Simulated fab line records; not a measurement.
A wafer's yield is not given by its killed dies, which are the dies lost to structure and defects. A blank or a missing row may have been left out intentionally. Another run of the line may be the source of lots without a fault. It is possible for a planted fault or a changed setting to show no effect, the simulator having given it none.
fab line records    flow n5Finfet
[record] lots = 7  wafers = 21
route steps=1938 shown BEOL_M0@721 BEOL_M2@890 BEOL_M3@938 BEOL_M4@1021
startH: start of the lot's first displayed wafer, in hours after the record's first day    waitH: how many hours have passed since the lot's step before this one    " repeats the value in the row above    L1.1+2: a single row standing in for several wafers    - either no value or no given start    * or withheld: withheld    < > ~ a bound
route shown NAME@n: NAME is a module with steps in the file, n the number in the route of the first one    usual: mean/standard deviation of fault-free wafers    same: alike in all rows    chamber/n: place in a boat    sites: readings site by site    _std_site: the standard deviation of these    _edge_site: inner sites' mean taken away from outer sites' mean    radiusMm: how far each site lies from the wafer's centre    mask NAME#n: copy n    behind: the most recent tool/chamber to have shaped the wafer    hold: what put the lot on hold/how long, in hours/how the hold closed    device: names the non-switching transistor (n, p or np)    end of line: tests run on the same wafers once the route is complete    a step given without rows: its recipe and nothing more    killed: the dies lost at the first sort to structure and to defects; this is not the yield of the wafer    map: per-die view of a wafer (x killed, . not killed, _ where there is no die)
set.NAME: the setting the step ran with; set.NAME@STEP: the setting that earlier step ran with    model.NAME: the simulator's own value behind a step, which no gauge read
lots whose settings were changed on purpose; a table a step, a row a wafer
[[steps]]
[step N5_BEOL_M0_TRENCH_ETCH_107]
[recipe] chemistry = C4F6/O2  targetDepthA = 328  target = SiOC  timeS = 16.4  ionEnergyEv = 250  pressureMtorr = 30  sourceW = 355  biasW = 185  Ar_flow_sccm = 300  C4F6_flow_sccm = 10  O2_flow_sccm = 10
lot.wafer  tool        chamber  startH  waitH  set.targetDepthA  model.BEOL_M0.featureDepthNm
L074.3     rieDiel-06  0        115.34  0.0    340.3             33
L074.5     "           0        "       "      340.3             32.8
L074.6     "           3        "       "      328               32
L076.2+5   rieDiel-03  1        124.02  0.0    341.8             33
L076.4     "           3        "       "      328               32.6
L087.1     rieDiel-03  1        194.90  0.0    366.5             35.6
L087.5     "           3        "       "      366.5             37.2
L087.6     "           0        "       "      328               32.8
L088.1     rieDiel-03  1        197.97  0.0    328               31.6
L088.3     "           0        "       "      328               32.8
L088.6     "           0        "       "      328               33
L090.3     rieDiel-03  3        210.68  0.0    328               33
L090.4     "           2        "       "      297.2             29.6
L090.6     "           1        "       "      297.2             28.8
L091.2     rieDiel-03  2        215.15  0.0    328               32.6
L091.3     "           0        "       "      328               32.2
L091.5     "           3        "       "      328               33
L092.3+6   rieDiel-04  1        222.24  0.0    328               33.4
L092.5     "           2        "       "      305.2             30.6
[step N5_BEOL_M0_STRIP_142]
[recipe] chemistry = N2/H2  timeS = 10  powerW = 450  tempC = 40  pressureMtorr = 20  rfFrequencyHz = 6e+07  biasPowerW = 7  n2FlowSccm = 200  h2FlowSccm = 200
[step N5_BEOL_M0_OCD_MEAS_108]
[usual] trenchDepthNm = 32.6/0.63
lot.wafer  tool    chamber  startH  waitH  set.targetDepthA@BEOL_M0_TRENCH_ETCH_107  trenchDepthNm
L074.3     ocd-02  -        115.44  0.1    340.3                                     32.9
L074.5     "       -        "       "      340.3                                     33.0
L074.6     "       -        "       "      328                                       31.8
L076.2     ocd-02  -        124.12  0.1    341.8                                     32.7
L076.4     "       -        "       "      328                                       32.1
L076.5     "       -        "       "      341.8                                     33.0
L087.1     ocd-01  -        195.00  0.1    366.5                                     34.9
L087.5     "       -        "       "      366.5                                     37.3
L087.6     "       -        "       "      328                                       33.3
L088.1     ocd-02  -        198.08  0.1    328                                       31.5
L088.3     "       -        "       "      328                                       33.0
L088.6     "       -        "       "      328                                       33.0
L090.3     ocd-02  -        210.78  0.1    328                                       32.4
L090.4     "       -        "       "      297.2                                     29.5
L090.6     "       -        "       "      297.2                                     28.7
L091.2     ocd-01  -        215.26  0.1    328                                       33.1
L091.3     "       -        "       "      328                                       32.6
L091.5     "       -        "       "      328                                       32.6
L092.3     ocd-01  -        222.35  0.1    328                                       33.4
L092.5     "       -        "       "      305.2                                     30.4
L092.6     "       -        "       "      328                                       33.5
[step N5_BEOL_M2_TRENCH_ETCH_37]
[recipe] chemistry = C4F6/O2  targetDepthA = 555.55  target = SiOC  timeS = 29.2  ionEnergyEv = 250  pressureMtorr = 30  sourceW = 355  biasW = 185  Ar_flow_sccm = 300  C4F6_flow_sccm = 10  O2_flow_sccm = 10
[usual] rfVppV = 666/6
lot.wafer  tool        chamber  startH  waitH  set.biasW  rfVppV
L074.3     rieDiel-06  3        -       -      185        674
L074.5     "           3        "       "      205        733
L074.6     "           0        "       "      185        657
L076.2     rieDiel-06  0        -       -      185        659
L076.4     "           1        "       "      185        657
L076.5     "           1        "       "      185        659
L088.1     rieDiel-03  3        -       -      185        672
L088.3     "           0        "       "      185        655
L088.6     "           3        "       "      185        671
L087.1     rieDiel-06  3        -       -      185        673
L087.5     "           1        "       "      185        657
L087.6     "           0        "       "      185        658
L090.3     rieDiel-04  1        -       -      185        666
L090.4     "           3        "       "      185        664
L090.6     "           3        "       "      185        664
L091.2     rieDiel-03  0        -       -      195.3      685
L091.3     "           1        "       "      185        672
L091.5     "           2        "       "      195.3      709
L092.3     rieDiel-06  1        -       -      156        574
L092.5     "           2        "       "      185        662
L092.6     "           1        "       "      156        573
[step N5_BEOL_M3_COAT_05]
[recipe] resist = CAR-EUV  spinRpm = 1500  resistThkNm = 30
lot.wafer   tool           chamber  startH  waitH  set.spinRpm  model.CAR-EUV_of_BEOL_M3_COAT_05.thkNm
L074.3+5+6  lithoTrack-03  0        -       -      1500         30
L076.2+4    lithoTrack-03  0        -       -      1400         31.2
L076.5      "              0        "       "      1500         30
L088.1+3+6  lithoTrack-03  0        -       -      1500         30
L087.1      lithoTrack-04  0        -       -      1648         28.6
L087.5+6    "              0        "       "      1500         30
L090.3+6    lithoTrack-03  0        -       -      1500         30
L090.4      "              0        "       "      1423         30.8
L092.3+5+6  lithoTrack-01  0        -       -      1500         30.2
L091.2+5    lithoTrack-03  0        -       -      1500         30
L091.3      "              0        "       "      1665         28.6
[step N5_BEOL_M3_EXPOSE_08]
[recipe] maskId = M3  na = 0.33  sourceShape = dipole  sigmaInner = 0.369  sigmaOuter = 0.767  polarization = unpolarized  doseMj = 33
lot.wafer   tool           chamber  startH  waitH  mask  set.doseMj
L074.3      euvScanner-02  0        147.80  -      M3#0  34.5
L074.5+6    "              0        "       "      M3#0  33
L076.2+4+5  euvScanner-02  0        153.75  -      M3#0  31.63
L088.1+3+6  euvScanner-01  0        229.84  -      M3#0  33
L087.1+6    euvScanner-01  0        231.84  -      M3#0  33
L087.5      "              0        "       "      M3#0  34.74
L090.3+4+6  euvScanner-01  0        239.22  -      M3#0  33
L092.3+6    euvScanner-02  0        245.95  -      M3#0  33
L092.5      "              0        "       "      M3#0  33.98
L091.2+3    euvScanner-02  0        245.98  -      M3#0  33
L091.5      "              0        "       "      M3#0  34.59
[step N5_BEOL_M3_PEB_09]
[recipe] pebTempC = 100  pebTimeS = 60  resist = CAR-EUV
[step N5_BEOL_M3_DEVELOP_10]
[recipe] developTimeS = 30  developer = TMAH  resist = CAR-EUV  rinseLiquid = surfactantRinse  dry = airSpin  devTempC = 23
[step N5_BEOL_M3_CD_MEAS_11]
[recipe] targetCdNm = 17.05  landingEnergyEv = 500  detector = seInlens  polarity = opening
[usual] cdNm = 17.07/0.22
lot.wafer  tool      chamber  startH  waitH  set.doseMj@BEOL_M3_EXPOSE_08  cdNm
L074.3     cdSem-01  0        147.92  -      34.5                          18.01
L074.5     "         0        "       "      33                            17.09
L074.6     "         0        "       "      33                            16.78
L076.2     cdSem-02  0        153.87  -      31.63                         16.12
L076.4     "         0        "       "      31.63                         16.18
L076.5     "         0        "       "      31.63                         16.29
L088.1     cdSem-02  0        229.96  -      33                            16.94
L088.3     "         0        "       "      33                            16.55
L088.6     "         0        "       "      33                            16.86
L087.1     cdSem-01  0        231.97  -      33                            17.45
L087.5     "         0        "       "      34.74                         18.38
L087.6     "         0        "       "      33                            17.21
L090.3     cdSem-02  0        239.33  -      33                            16.81
L090.4     "         0        "       "      33                            16.92
L090.6     "         0        "       "      33                            17.12
L092.3     cdSem-02  0        246.07  -      33                            17.14
L092.5     "         0        "       "      33.98                         17.56
L092.6     "         0        "       "      33                            16.89
L091.2     cdSem-01  0        246.10  -      33                            17.32
L091.3     "         0        "       "      33                            16.98
L091.5     "         0        "       "      34.59                         18.12
[step N5_BEOL_M3_DESCUM_16]
[recipe] chemistry = O2  timeS = 7  sourcePowerW = 50  biasPowerW = 20  pressureMtorr = 20  rfFrequencyHz = 2.712e+07  tempC = 40  resist = CAR-EUV  o2FlowSccm = 225
lot.wafer   tool        chamber  startH  waitH  set.spinRpm@BEOL_M3_COAT_05  model.CAR-EUV_of_BEOL_M3_COAT_05.thkNm
L074.3+5+6  rieDiel-02  1,0,1    148.07  0.1    1500                         26
L076.2+4    rieDiel-05  3,0      154.00  0.0    1400                         27.2
L076.5      "           0        "       "      1500                         26
L088.1+3+6  rieDiel-02  0,3,2    230.09  0.0    1500                         26
L087.1      rieDiel-05  3        232.29  0.2    1648                         24.6
L087.5+6    "           3,0      "       "      1500                         26
L090.3+6    rieDiel-05  0,3      239.45  0.0    1500                         26
L090.4      "           2        "       "      1423                         26.8
L092.3+5+6  rieDiel-01  3,2,3    246.33  0.2    1500                         26.2
L091.2+5    rieDiel-05  2,0      246.40  0.2    1500                         26.2
L091.3      "           3        "       "      1665                         24.6
[step N5_BEOL_M3_ETCH_74]
[recipe] chemistry = N2/H2  target = underlayer  targetDepthA = 65  maskMaterial = CAR-EUV  timeS = 5.2  ionEnergyEv = 200  pressureMtorr = 30  sourceW = 840  biasW = 150  n2FlowSccm = 200  h2FlowSccm = 200  ends = cleared
lot.wafer   tool        chamber  startH  waitH  set.doseMj@BEOL_M3_EXPOSE_08  model.BEOL_M3.cdOffsetNm
L074.3      rieDiel-02  1        148.11  0.0    34.5                          0.8
L074.5+6    "           0,1      "       "      33                            0
L076.2+4    rieDiel-05  3,0      154.03  0.0    31.63                         -1
L076.5      "           0        "       "      31.63                         -0.8
L088.1+3    rieDiel-02  0,3      230.12  0.0    33                            0
L088.6      "           2        "       "      33                            0.2
L087.1+6    rieDiel-05  3,0      232.32  0.0    33                            0.2
L087.5      "           3        "       "      34.74                         1.2
L090.3+4+6  rieDiel-05  0,2,3    239.49  0.0    33                            0
L092.3+6    rieDiel-01  3        246.36  0.0    33                            0
L092.5      "           2        "       "      33.98                         0.4
L091.2+3    rieDiel-05  2,3      246.44  0.0    33                            0
L091.5      "           0        "       "      34.59                         1
[step N5_BEOL_M3_ETCH_63]
[recipe] chemistry = CF4  target = SiARC  targetDepthA = 156  maskMaterial = CAR-EUV  timeS = 26  ionEnergyEv = 80  pressureMtorr = 40  sourceW = 545  biasW = 36  Ar_flow_sccm = 100  cf4FlowSccm = 100  ends = cleared
lot.wafer  tool        chamber  startH  waitH  set.doseMj@BEOL_M3_EXPOSE_08  model.BEOL_M3.cdOffsetNm
L074.3     rieDiel-02  1        148.12  0.0    34.5                          0.8
L074.5+6   "           0,1      "       "      33                            0
L076.2     rieDiel-05  3        154.05  0.0    31.63                         -1
L076.4+5   "           0        "       "      31.63                         -0.8
L088.1+3   rieDiel-02  0,3      230.14  0.0    33                            0
L088.6     "           2        "       "      33                            0.2
L087.1     rieDiel-05  3        232.34  0.0    33                            0.4
L087.5     "           3        "       "      34.74                         1.4
L087.6     "           0        "       "      33                            0
L090.3     rieDiel-05  0        239.50  0.0    33                            -0.2
L090.4     "           2        "       "      33                            0
L090.6     "           3        "       "      33                            0.2
L092.3     rieDiel-01  3        246.38  0.0    33                            -0.2
L092.5     "           2        "       "      33.98                         0.2
L092.6     "           3        "       "      33                            0
L091.2     rieDiel-05  2        246.46  0.0    33                            -0.2
L091.3     "           3        "       "      33                            0
L091.5     "           0        "       "      34.59                         1
[step N5_BEOL_M3_ETCH_64]
[recipe] chemistry = N2/H2  target = SOC  targetDepthA = 750  overetchA = 150  maskMaterial = SiARC  tempC = 40  timeS = 112.5  ionEnergyEv = 200  pressureMtorr = 30  sourceW = 840  biasW = 150  n2FlowSccm = 200  h2FlowSccm = 200
lot.wafer   tool        chamber  startH  waitH  set.doseMj@BEOL_M3_EXPOSE_08  model.BEOL_M3.cdOffsetNm
L074.3      rieDiel-02  1        148.15  0.0    34.5                          0.8
L074.5      "           0        "       "      33                            -0.4
L074.6      "           1        "       "      33                            -0.2
L076.2+4+5  rieDiel-05  3,0,0    154.08  0.0    31.63                         -1
L088.1      rieDiel-02  0        230.17  0.0    33                            -0.2
L088.3      "           3        "       "      33                            0
L088.6      "           2        "       "      33                            0.2
L087.1      rieDiel-05  3        232.36  0.0    33                            0.4
L087.5      "           3        "       "      34.74                         1.4
L087.6      "           0        "       "      33                            0.2
L090.3      rieDiel-05  0        239.53  0.0    33                            0
L090.4      "           2        "       "      33                            -0.2
L090.6      "           3        "       "      33                            0.2
L092.3+6    rieDiel-01  3        246.41  0.0    33                            0.2
L092.5      "           2        "       "      33.98                         0.4
L091.2+3    rieDiel-05  2,3      246.48  0.0    33                            -0.2
L091.5      "           0        "       "      34.59                         1
[step N5_BEOL_M3_STRIP_65]
[recipe] chemistry = N2/H2  tempC = 40  n2FlowSccm = 200  h2FlowSccm = 200  rfFrequencyHz = 6e+07
[step N5_BEOL_M3_STRIP_75]
[recipe] chemistry = N2/H2  tempC = 40  n2FlowSccm = 200  h2FlowSccm = 200  rfFrequencyHz = 6e+07
[step N5_BEOL_M3_HM_OPEN_17]
[recipe] chemistry = Cl2/BCl3  targetDepthA = 200  overetchA = 60  target = TiN  maskMaterial = SOC  ionEnergyEv = 150  pressureMtorr = 10  icpW = 1000  biasW = 126  Cl2_flow_sccm = 53.25  bcl3FlowSccm = 21.75  Ar_flow_sccm = 25
[step N5_BEOL_M3_STRIP_19]
[recipe] chemistry = O2  powerW = 400  tempC = 40  pressureMtorr = 30  rfFrequencyHz = 6e+07  biasPowerW = 0  overashFraction = 0.2  o2FlowSccm = 225
[step N5_BEOL_M3_CD_MEAS_18]
[recipe] pitchNm = 36  targetCdNm = 18
[usual] cdNm = 18.04/0.28
lot.wafer  tool      chamber  startH  waitH  set.doseMj@BEOL_M3_EXPOSE_08  cdNm
L074.3     cdSem-03  -        148.57  0.1    34.5                          18.81
L074.5     "         -        "       "      33                            17.41
L074.6     "         -        "       "      33                            18.02
L076.2     cdSem-03  -        154.43  0.1    31.63                         16.63
L076.4     "         -        "       "      31.63                         17.28
L076.5     "         -        "       "      31.63                         17.11
L088.1     cdSem-02  -        230.52  0.0    33                            17.97
L088.3     "         -        "       "      33                            18.13
L088.6     "         -        "       "      33                            17.93
L087.1     cdSem-02  -        232.72  0.0    33                            18.31
L087.5     "         -        "       "      34.74                         19.40
L087.6     "         -        "       "      33                            18.33
L090.3     cdSem-03  -        239.89  0.1    33                            17.82
L090.4     "         -        "       "      33                            17.99
L090.6     "         -        "       "      33                            18.17
L092.3     cdSem-03  -        246.76  0.1    33                            18.27
L092.5     "         -        "       "      33.98                         18.37
L092.6     "         -        "       "      33                            17.89
L091.2     cdSem-03  -        246.83  0.1    33                            17.56
L091.3     "         -        "       "      33                            17.77
L091.5     "         -        "       "      34.59                         19.27
[step N5_BEOL_M4_ILD_DEP_00]
[recipe] material = SiOC  targetThkA = 790  tempC = 350  precursor = DEMS/O2  pressureTorr = 5  rfW = 500  timeS = 15.3
lot.wafer  tool      chamber  startH  waitH  set.timeS  model.SiOC_of_BEOL_M4_ILD_DEP_00.thkNm
L074.3     pecvd-01  1        160.16  0.0    15.3       79
L074.5     "         1        "       "      15.3       79.2
L074.6     "         2        "       "      15.3       80.6
L076.2     pecvd-03  2        164.95  0.0    15.3       78
L076.4     "         1        "       "      15.3       79.2
L076.5     "         2        "       "      17.54      91.4
L088.1     pecvd-01  1        235.96  0.0    15.3       77.4
L088.3     "         0        "       "      15.3       78.6
L088.6     "         1        "       "      15.3       78.4
L087.1     pecvd-01  1        241.60  0.0    15.3       78.8
L087.5     "         0        "       "      13.5       69.6
L087.6     "         2        "       "      15.3       79
L090.3     pecvd-03  1        250.19  0.0    15.3       79.2
L090.4     "         0        "       "      15.3       80.8
L090.6     "         2        "       "      15.3       80.6
L092.3     pecvd-01  0        253.34  0.0    15.94      81.6
L092.5     "         2        "       "      15.94      83.4
L092.6     "         0        "       "      15.3       79.6
L091.2     pecvd-02  1        254.86  0.0    15.3       78.2
L091.3     "         1        "       "      15.3       79.4
L091.5     "         1        "       "      13.48      69.8
[step N5_BEOL_M4_THK_MEAS_01]
[recipe] reads = SiOC_of_BEOL_M4_ILD_DEP_00
[usual] M4_ILD_THK = 79.2/0.88
lot.wafer  tool          chamber  startH  waitH  set.timeS@BEOL_M4_ILD_DEP_00  M4_ILD_THK[nm]
L074.3     filmMetro-02  -        160.22  0.1    15.3                          79.0
L074.5     "             -        "       "      15.3                          79.3
L074.6     "             -        "       "      15.3                          80.5
L076.2     filmMetro-02  -        165.02  0.1    15.3                          77.9
L076.4     "             -        "       "      15.3                          79.1
L076.5     "             -        "       "      17.54                         91.4
L088.1     filmMetro-01  -        236.04  0.1    15.3                          77.4
L088.3     "             -        "       "      15.3                          78.8
L088.6     "             -        "       "      15.3                          78.3
L087.1     filmMetro-02  -        241.67  0.0    15.3                          78.9
L087.5     "             -        "       "      13.5                          69.6
L087.6     "             -        "       "      15.3                          78.9
L090.3     filmMetro-01  -        250.26  0.1    15.3                          79.3
L090.4     "             -        "       "      15.3                          80.8
L090.6     "             -        "       "      15.3                          80.6
L092.3     filmMetro-02  -        253.41  0.1    15.94                         81.5
L092.5     "             -        "       "      15.94                         83.4
L092.6     "             -        "       "      15.3                          79.5
L091.2     filmMetro-02  -        254.94  0.1    15.3                          78.1
L091.3     "             -        "       "      15.3                          79.4
L091.5     "             -        "       "      13.48                         69.8
[step N5_BEOL_M4_COAT_61]
[recipe] resist = SOC  tempC = 250  timeS = 60  spinRpm = 1500  resistThkNm = 60
lot.wafer   tool           chamber  startH  waitH  set.spinRpm  model.SOC_of_BEOL_M4_COAT_61.thkNm
L074.3+5    lithoTrack-03  0        160.44  0.1    1610         57.8
L074.6      "              0        "       "      1500         59.6
L076.2      lithoTrack-03  0        165.24  0.1    1500         60.2
L076.4      "              0        "       "      1639         57.6
L076.5      "              0        "       "      1500         60.4
L088.1+3+6  lithoTrack-03  0        237.74  0.1    1500         60
L087.1+5    lithoTrack-03  0        244.53  0.1    1500         60
L087.6      "              0        "       "      1500         60.2
L090.3+4    lithoTrack-05  0        251.12  0.1    1381         62.6
L090.6      "              0        "       "      1500         60.2
L092.3+5    lithoTrack-03  0        254.45  0.1    1621         57.6
L092.6      "              0        "       "      1500         60
L091.2      lithoTrack-02  0        255.16  0.1    1500         59.8
L091.3      "              0        "       "      1372         62.6
L091.5      "              0        "       "      1500         60
[step N5_BEOL_M4_COAT_62]
[recipe] resist = SiARC  tempC = 220  timeS = 60  spinRpm = 1500  resistThkNm = 12
[step N5_BEOL_M4_COAT_73]
[recipe] resist = underlayer  tempC = 205  timeS = 60  spinRpm = 1500  resistThkNm = 5
[step N5_BEOL_M4_ETCH_74]
[recipe] chemistry = N2/H2  target = underlayer  targetDepthA = 65  maskMaterial = CAR-EUV  timeS = 5.2  ionEnergyEv = 200  pressureMtorr = 30  sourceW = 840  biasW = 150  n2FlowSccm = 200  h2FlowSccm = 200  ends = cleared
[step N5_BEOL_M4_ETCH_63]
[recipe] chemistry = CF4  target = SiARC  targetDepthA = 156  maskMaterial = CAR-EUV  timeS = 26  ionEnergyEv = 80  pressureMtorr = 40  sourceW = 545  biasW = 36  Ar_flow_sccm = 100  cf4FlowSccm = 100  ends = cleared
[step N5_BEOL_M4_ETCH_64]
[recipe] chemistry = N2/H2  target = SOC  targetDepthA = 750  overetchA = 225  maskMaterial = SiARC  tempC = 40  timeS = 121.9  ionEnergyEv = 200  pressureMtorr = 30  sourceW = 840  biasW = 150  n2FlowSccm = 200  h2FlowSccm = 200
lot.wafer  tool        chamber  startH  waitH  set.spinRpm@BEOL_M4_COAT_61  model.etch.depthNm
L074.3     rieDiel-03  0        161.04  0.0    1610                         57.77
L074.5     "           2        "       "      1610                         57.84
L074.6     "           1        "       "      1500                         59.67
L076.2     rieDiel-04  0        165.91  0.0    1500                         60.18
L076.4     "           0        "       "      1639                         57.62
L076.5     "           3        "       "      1500                         60.33
L088.1     rieDiel-06  0        238.34  0.0    1500                         59.96
L088.3     "           3        "       "      1500                         60.04
L088.6     "           1        "       "      1500                         60.09
L087.1     rieDiel-03  0        245.61  0.0    1500                         59.91
L087.5     "           0        "       "      1500                         59.92
L087.6     "           3        "       "      1500                         60.1
L090.3     rieDiel-03  1        251.61  0.0    1381                         62.69
L090.4     "           3        "       "      1381                         62.55
L090.6     "           1        "       "      1500                         60.21
L092.3     rieDiel-03  1        254.92  0.0    1621                         57.63
L092.5     "           0        "       "      1621                         57.67
L092.6     "           3        "       "      1500                         60.03
L091.2     rieDiel-06  1        255.63  0.0    1500                         59.75
L091.3     "           2        "       "      1372                         62.63
L091.5     "           0        "       "      1500                         59.96
[step N5_BEOL_M4_COAT_67]
[recipe] resist = SOC  tempC = 250  timeS = 60  spinRpm = 1500  resistThkNm = 60
lot.wafer   tool           chamber  startH  waitH  set.spinRpm  model.SOC_of_BEOL_M4_COAT_67.thkNm
L074.3+5+6  lithoTrack-03  0        161.44  0.0    1500         60
L076.2      lithoTrack-05  0        166.32  0.0    1377         62.8
L076.4      "              0        "       "      1500         59.8
L076.5      "              0        "       "      1500         60
L088.1+3+6  lithoTrack-02  0        238.73  0.0    1500         60
L087.1+6    lithoTrack-03  0        246.01  0.0    1500         60
L087.5      "              0        "       "      1658         57
L090.3      lithoTrack-03  0        252.09  0.0    1564         58.6
L090.4      "              0        "       "      1564         58.8
L090.6      "              0        "       "      1500         60
L092.3      lithoTrack-02  0        255.40  0.0    1500         59.6
L092.5      "              0        "       "      1421         61.2
L092.6      "              0        "       "      1421         61.6
L091.2      lithoTrack-05  0        256.11  0.0    1395         62.4
L091.3+5    "              0        "       "      1500         60
[[key]]
[split] step = N5_BEOL_M0_TRENCH_ETCH_107  setting = targetDepthA  stated = 328  by = wafer
[response] step = N5_BEOL_M0_TRENCH_ETCH_107  reading = model.BEOL_M0.featureDepthNm  change = +0.335  per = 1%  r = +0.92
[response] step = N5_BEOL_M0_OCD_MEAS_108  reading = trenchDepthNm  change = +0.303  per = 1%  r = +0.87
[split] step = N5_BEOL_M2_TRENCH_ETCH_37  setting = biasW  stated = 185  by = wafer
[response] step = N5_BEOL_M2_TRENCH_ETCH_37  reading = rfVppV  change = +5.7  per = 1%  r = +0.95
[split] step = N5_BEOL_M3_COAT_05  setting = spinRpm  stated = 1500  by = wafer
[response] step = N5_BEOL_M3_COAT_05  reading = model.CAR-EUV_of_BEOL_M3_COAT_05.thkNm  change = -0.143  per = 1%  r = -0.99
[response] step = N5_BEOL_M3_DESCUM_16  reading = model.CAR-EUV_of_BEOL_M3_COAT_05.thkNm  change = -0.151  per = 1%  r = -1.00
[split] step = N5_BEOL_M3_EXPOSE_08  setting = doseMj  stated = 33  by = wafer
[response] step = N5_BEOL_M3_CD_MEAS_11  reading = cdNm  change = +0.208  per = 1%  r = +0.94
[response] step = N5_BEOL_M3_ETCH_74  reading = model.BEOL_M3.cdOffsetNm  change = +0.185  per = 1%  r = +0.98
[response] step = N5_BEOL_M3_ETCH_63  reading = model.BEOL_M3.cdOffsetNm  change = +0.201  per = 1%  r = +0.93
[response] step = N5_BEOL_M3_ETCH_64  reading = model.BEOL_M3.cdOffsetNm  change = +0.213  per = 1%  r = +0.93
[response] step = N5_BEOL_M3_CD_MEAS_18  reading = cdNm  change = +0.239  per = 1%  r = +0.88
[split] step = N5_BEOL_M4_ILD_DEP_00  setting = timeS  stated = 15.3  by = wafer
[response] step = N5_BEOL_M4_ILD_DEP_00  reading = model.SiOC_of_BEOL_M4_ILD_DEP_00.thkNm  change = +0.813  per = 1%  r = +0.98
[response] step = N5_BEOL_M4_THK_MEAS_01  reading = M4_ILD_THK  change = +0.816  per = 1%  r = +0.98
[split] step = N5_BEOL_M4_COAT_61  setting = spinRpm  stated = 1500  by = wafer
[response] step = N5_BEOL_M4_COAT_61  reading = model.SOC_of_BEOL_M4_COAT_61.thkNm  change = -0.293  per = 1%  r = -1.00
[response] step = N5_BEOL_M4_ETCH_64  reading = model.etch.depthNm  change = -0.294  per = 1%  r = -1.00
[split] step = N5_BEOL_M4_COAT_67  setting = spinRpm  stated = 1500  by = wafer
[response] step = N5_BEOL_M4_COAT_67  reading = model.SOC_of_BEOL_M4_COAT_67.thkNm  change = -0.319  per = 1%  r = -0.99
